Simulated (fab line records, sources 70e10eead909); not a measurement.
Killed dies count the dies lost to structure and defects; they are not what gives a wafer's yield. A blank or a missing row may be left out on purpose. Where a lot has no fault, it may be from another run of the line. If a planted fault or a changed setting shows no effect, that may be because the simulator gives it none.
Which tool did it?    flow nand harc    33 wafers from 11 lots sampled at 5 of the route's 1302 steps

== WHAT EACH GAUGE READ, for each wafer ==
NHARC_END_SORT_01. Usual: killed at array 50, standard deviation 20; killed at other 1.2, standard deviation 1.5; killed at periphery 3.6, standard deviation 2.6; killed dies 55, standard deviation 20; killed open 3.4, standard deviation 2; killed short 2.7, standard deviation 1.6.
lot   measured      on         killed at array  killed at other  killed at periphery  killed dies  killed open  killed short  flag
L448  day 26 20:33  prober-02  51 59 57         0 0 0            5 4 3                56 63 60     1 3 2        3 6 2         
L459  day 30 19:23  prober-01  29 52 40         4 1 2            5 3 1                38 56 43     2 9 4        5 4 4         

== WHICH TOOL RAN EACH LOT (tool, then ch and the chambers of the sampled wafers, then the start) ==
lot   NHARC_A_STAIRCASE_ETCH_271          NHARC_A_STAIRCASE_ETCH_292          NHARC_A_STAIRCASE_DEP_301        NHARC_A_STAIRCASE_ETCH_315
L442  rie diel-11 ch 0,2,3, day 16 19:19  rie diel-03 ch 0,1,3, day 17 05:05  pecvd-04 ch 0,1, day 17 10:00    rie diel-03 ch 0,1, no start
L445  rie diel-02 ch 0,1,2, day 17 22:29  rie diel-11 ch 0,1,3, day 18 07:06  pecvd-04 ch 0,1,2, day 18 11:28  rie diel-11 ch 0,2,3, no start
L447  rie diel-11 ch 1,3, day 18 08:56    rie diel-03 ch 0,2,3, day 18 15:11  pecvd-01 ch 0,2, day 18 19:23    rie diel-02 ch 1,2,3, no start
L448  rie diel-02 ch 0,1,3, day 18 18:29  rie diel-03 ch 0,2,3, day 19 02:35  pecvd-01 ch 1,2, day 19 06:40    rie diel-11 ch 1,2,3, day 26 20:33 or earlier
L451  rie diel-02 ch 0,1,3, day 20 06:17  rie diel-11 ch 0,2, day 20 14:36    pecvd-04 ch 0,1,2, day 20 18:48  rie diel-02 ch 1,2,3, no start
L457  rie diel-11 ch 0,2, day 22 09:56    rie diel-02 ch 1,3, day 22 16:44    pecvd-04 ch 0,1, day 22 20:47    rie diel-03 ch 2,3, no start
L456  rie diel-02 ch 1,2,3, day 22 10:16  rie diel-03 ch 0,2,3, day 22 18:28  pecvd-04 ch 0,2, day 23 01:34    rie diel-02 ch 1,2, no start
L459  rie diel-11 ch 1,2, day 23 03:56    rie diel-03 ch 2,3, day 23 11:56    pecvd-03 ch 0,1,2, day 23 17:47  rie diel-03 ch 0,1,3, day 30 19:23 or earlier
L462  rie diel-11 ch 0,2,3, day 25 02:07  rie diel-11 ch 0,2,3, day 25 07:59  pecvd-01 ch 0,1,2, day 25 14:06  rie diel-11 ch 1,2, no start
L463  rie diel-02 ch 0,1,3, day 25 05:01  rie diel-03 ch 0,1,3, day 25 14:14  pecvd-01 ch 0,2, day 25 18:37    rie diel-03 ch 0,2, no start
L464  rie diel-11 ch 0,1,3, day 25 21:20  rie diel-02 ch 0,3, day 26 03:13    pecvd-03 ch 1,2, day 26 07:31    rie diel-11 ch 0,1,3, no start
- NHARC_A_STAIRCASE_ETCH_271: etches the open film in CF4/CHF3.
- NHARC_A_STAIRCASE_ETCH_292: etches the open film in CF4/CHF3.
- NHARC_A_STAIRCASE_DEP_301: deposits SiON, target thk 30 nm.
- NHARC_A_STAIRCASE_ETCH_315: etches the open film in C4F8/O2/Ar, target depth 2500 nm, time 607.1 s.

== AS READ BY THE TOOLS THEMSELVES (means over the sampled wafers that have a number; for cases with no such wafer, the mark the record gives instead) ==
NHARC_A_STAIRCASE_ETCH_271. Usual: bias w is 199.9 W with standard deviation 0.59, chamber pressure mTorr is 24.998 mTorr with standard deviation 0.024, drypump motor current A is 5.9 A with standard deviation 0.36, oes product au is 0.951 a.u. with standard deviation 0.021, rf vpp V is 370.6 V with standard deviation 2.5, showerhead plenum p Torr is 1.57 Torr with standard deviation 0.073, and throttle valve pct is 16.801 % with standard deviation 0.0094.
lot   tool         bias w (W)  chamber pressure mTorr (mTorr)  drypump motor current A (A)  oes product au (a.u.)  rf vpp V (V)  showerhead plenum p Torr (Torr)  throttle valve pct (%)  flag
L442  rie diel-11  200.4       24.995                          6.0                          0.974                  370.9         1.58                             16.797                  
L445  rie diel-02  200.6       25.002                          5.6                          0.950                  371.4         1.58                             16.804                  
L447  rie diel-11  199.5       24.994                          6.2                          0.924                  372.5         1.65                             16.806                  
L448  rie diel-02  199.6       24.982                          5.7                          0.970                  372.5         1.63                             16.804                  
L451  rie diel-02  199.8       25.003                          5.7                          0.911                  372.8         1.63                             16.800                  
L457  rie diel-11  200.1       24.995                          5.7                          0.972                  367.6         1.50                             16.805                  
L456  rie diel-02  200.2       25.007                          5.6                          0.964                  372.4         1.61                             16.802                  
L459  rie diel-11  199.6       24.993                          5.6                          0.940                  369.2         1.52                             16.806                  
L462  rie diel-11  200.1       24.982                          6.0                          0.959                  370.3         1.57                             16.803                  
L463  rie diel-02  199.5       25.008                          5.8                          0.958                  372.3         1.62                             16.793                  
L464  rie diel-11  200.1       24.986                          5.9                          0.947                  371.7         1.59                             16.797                  

NHARC_A_STAIRCASE_ETCH_292. Usual: bias w is 200.0 W with standard deviation 0.65, chamber pressure mTorr is 24.997 mTorr with standard deviation 0.024, drypump motor current A is 6.0 A with standard deviation 0.39, oes product au is 0.937 a.u. with standard deviation 0.022, rf vpp V is 370.5 V with standard deviation 2.5, showerhead plenum p Torr is 1.57 Torr with standard deviation 0.074, and throttle valve pct is 16.803 % with standard deviation 0.0099.
lot   tool         bias w (W)  chamber pressure mTorr (mTorr)  drypump motor current A (A)  oes product au (a.u.)  rf vpp V (V)  showerhead plenum p Torr (Torr)  throttle valve pct (%)  flag
L442  rie diel-03  199.9       25.008                          6.2                          0.933                  368.0         1.51                             16.793                  
L445  rie diel-11  199.9       24.988                          5.9                          0.926                  371.8         1.61                             16.807                  
L447  rie diel-03  199.9       24.990                          6.4                          0.923                  370.1         1.58                             16.799                  
L448  rie diel-03  199.5       24.995                          6.4                          0.976                  370.6         1.58                             16.799                  
L451  rie diel-11  200.1       25.004                          5.7                          0.923                  368.4         1.51                             16.796                  
L457  rie diel-02  199.4       25.007                          5.8                          0.963                  373.3         1.64                             16.797                  
L456  rie diel-03  200.3       25.019                          6.5                          0.920                  370.6         1.57                             16.806                  
L459  rie diel-03  199.8       24.986                          6.4                          0.957                  370.9         1.58                             16.803                  
L462  rie diel-11  200.3       25.000                          6.0                          0.923                  370.3         1.57                             16.799                  
L463  rie diel-03  199.8       25.000                          6.2                          0.949                  367.9         1.50                             16.807                  
L464  rie diel-02  199.6       24.999                          5.7                          0.958                  371.8         1.60                             16.799                  

NHARC_A_STAIRCASE_DEP_301. Usual: heater power w 726 W, standard deviation 99; rf fwd power W 348.6 W, standard deviation 1.
lot   tool      heater power w (W)  rf fwd power W (W)  flag
L442  pecvd-04  840                 348.6               
L445  pecvd-04  705                 348.2               
L447  pecvd-01  773                 349.4               
L448  pecvd-01  671                 348.8               
L451  pecvd-04  743                 349.5               
L457  pecvd-04  768                 389.9               OFF
L456  pecvd-04  650                 391.0               OFF
L459  pecvd-03  736                 349.2               
L462  pecvd-01  741                 348.5               
L463  pecvd-01  669                 348.5               
L464  pecvd-03  635                 347.9               

NHARC_A_STAIRCASE_ETCH_315. Usual: bias w 3000 W, standard deviation 9.5; chamber pressure mTorr 25.001 mTorr, standard deviation 0.024; oes product au 0.928 a.u., standard deviation 0.0086; rf vpp V 1825 V, standard deviation 13.
lot   tool         bias w (W)  chamber pressure mTorr (mTorr)  oes product au (a.u.)  rf vpp V (V)  flag
L442  rie diel-03  2995        25.016                          0.928                  1814          
L445  rie diel-11  2998        25.013                          0.930                  1828          
L447  rie diel-02  3005        25.001                          0.924                  1834          
L448  rie diel-11  3008        24.972                          0.929                  1825          
L451  rie diel-02  2994        25.007                          0.920                  1833          
L457  rie diel-03  2994        24.988                          0.925                  1828          
L456  rie diel-02  2997        25.016                          0.940                  1829          
L459  rie diel-03  3000        24.972                          0.923                  1816          
L462  rie diel-11  2995        24.989                          0.931                  1813          
L463  rie diel-03  2994        24.999                          0.925                  1823          
L464  rie diel-11  2992        24.999                          0.928                  1830          

== THE ANSWER, worked out from the rows above alone ==
Rule: take the mean of a lot's wafers that have a number; if it is more than 3 standard deviations from the usual mean, the lot is off. Also off: a lot with no number at a reading for which 4 or more lots have one. All remaining lots with rows at the step are treated as sound. Order of review: gauges by route order, followed by the tools' own readings, for which a lot's mean as printed above is used. The first step at which some lot is off is used, and at that step the reading that is off furthest; a lot without a number counts as furthest.
Off: L457, L456, at NHARC_A_STAIRCASE_DEP_301 (rf fwd power W).
A tool fits if, at that step or a process step before it, it ran every lot that is off, and no sound lot after the first of them. One fits: NHARC_A_STAIRCASE_DEP_301 on pecvd-04. Its last sound lot is L451 (day 20 18:48), its first lot that is off L457 (day 22 20:47): a fault that began between those two fits.
The tool's own readings at NHARC_A_STAIRCASE_DEP_301 bear it out: on the lots that are off they differ by more than 5 times the standard deviation of the sound lots' means. rf fwd power W reads 390.4 W there against 348.7 W on the sound lots.

== WHAT THE SIMULATOR HAD PUT IN ==
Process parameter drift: pecvd-04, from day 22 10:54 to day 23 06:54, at NHARC_A_STAIRCASE_DEP_301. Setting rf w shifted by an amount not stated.
Shown lots that were struck: L457, L456. Same finding as the rule above.
